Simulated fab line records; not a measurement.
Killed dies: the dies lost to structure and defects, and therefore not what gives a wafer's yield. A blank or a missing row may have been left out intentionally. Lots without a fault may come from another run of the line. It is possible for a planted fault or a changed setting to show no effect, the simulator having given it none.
Code-filled problem report in 8D (eight disciplines) form || flow nandHarc || the parts of the form that need people (team, actions taken, sign-off) are left out

== 1. WHAT IS WRONG ==
cdNm at NHARC_A_BLC_CD_MEAS_10 reads a mean of 107.8 nm on 3 wafers of 1 lot; wafers without a fault read 99.8 nm with a standard deviation of 0.62. That puts it +13 standard deviations away from the usual mean.
The step: target cd 100 nm.
The first sign was on wafer L415.1 at day 25 22:40, on cdSem-03. The record has a number at this step for 36 wafers belonging to 12 lots. The rule behind "out" and "out of limits": a value lying over 4 standard deviations away from the usual mean. The rest of the wafers with a number are treated as sound.

== 2. WHAT THIS IS AND IS NOT ==
{"question": "which readings at this step", "is": "cdNm", "is not": "-"}
{"question": "which lots", "is": "L415", "is not": "L405, L406, L407, L408, L409, L410, L411, L418, L419, L422, L423"}
{"question": "which wafers of those lots", "is": "all that have a number", "is not": "-"}
{"question": "read on which gauges", "is": "cdSem-03", "is not": "cdSem-01, cdSem-02"}
{"question": "when", "is": "from day 25 22:40", "is not": "up to then (21 sound wafers); but 12 sound wafers of L418, L419, L422, L423 came after"}

== 3. WHAT RULES OUT EACH SUSPECT ==
Counting: any tool at a process step up to the reading is kept as a suspect provided that every lot that is out went through it and no sound lot did after the first of them.
- the gauge at NHARC_A_BLC_CD_MEAS_10: kept. All the wafers that are out were read on cdSem-03, and no step on other tools shows them out.
- harCapEtch-02 at NHARC_A_CONTACT_ETCH_136 (etches the open film in C4F8/O2/Ar, time 311 s, target depth 1912 nm): ruled out as a lasting fault. After its first lot that is out, L415 (day 25 18:14), sound lots L419, L422 ran on it.
- rieDiel-07 at NHARC_A_CONTACT_ETCH_92 (etches the open film in CH3F/O2, target depth 40 nm, time 85.7 s): ruled out as a lasting fault. After its first lot that is out, L415 (day 25 19:37), sound lots L418, L423, L422 ran on it.
- lithoTrack-01 at NHARC_A_BLC_PEB_08 (peb time 65 s): kept. It ran the lot that is out, L415 (day 25 22:35), and no sound lot after that; its last sound lot up to then is L410 (day 24 00:50).
Left after counting: lithoTrack-01 at NHARC_A_BLC_PEB_08, cdSem-03 at NHARC_A_BLC_CD_MEAS_10.

== 4. THE CAUSE (what the simulator had put in) ==
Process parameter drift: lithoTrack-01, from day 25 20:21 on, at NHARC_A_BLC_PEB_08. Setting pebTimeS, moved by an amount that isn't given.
2 suspects survive the count, and this tool is in that group.

== 5. SEQUENCE OF EFFECTS, ordered by route ==
Rows list readings where the struck wafers' mean (over those with a number) sits beyond 3 standard deviations from the usual. Readings are gone through only where the record gives a usual standard deviation; hours: the median, over the lots, of the time from a lot's start at the first step in this table giving one to that lot's start at this step; sigmas: the change measured in usual standard deviations.
{"hours": 0, "step": "NHARC_A_BLC_CD_MEAS_10", "reading": "cdNm", "usual": "99.8 nm", "on struck wafers": 107.8, "change": "+8.0", "sigmas": "+13"}
At these later measuring or inspecting steps, every struck wafer for which the step has a row has a number for every such reading, and none has moved that far: NHARC_END_SORT_01.

== 6. WHAT WOULD HAVE CAUGHT IT SOONER ==
Counted from the fault's start at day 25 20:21, it took 2 hours until the first out-of-limits reading at a measuring or inspecting step in this record, taken at day 25 22:40.
The start of NHARC_A_BLC_PEB_08 on lithoTrack-01 came by day 25 22:40 for every one of the lots that are out (1). Tool hold at that time: it would have spared none of them.
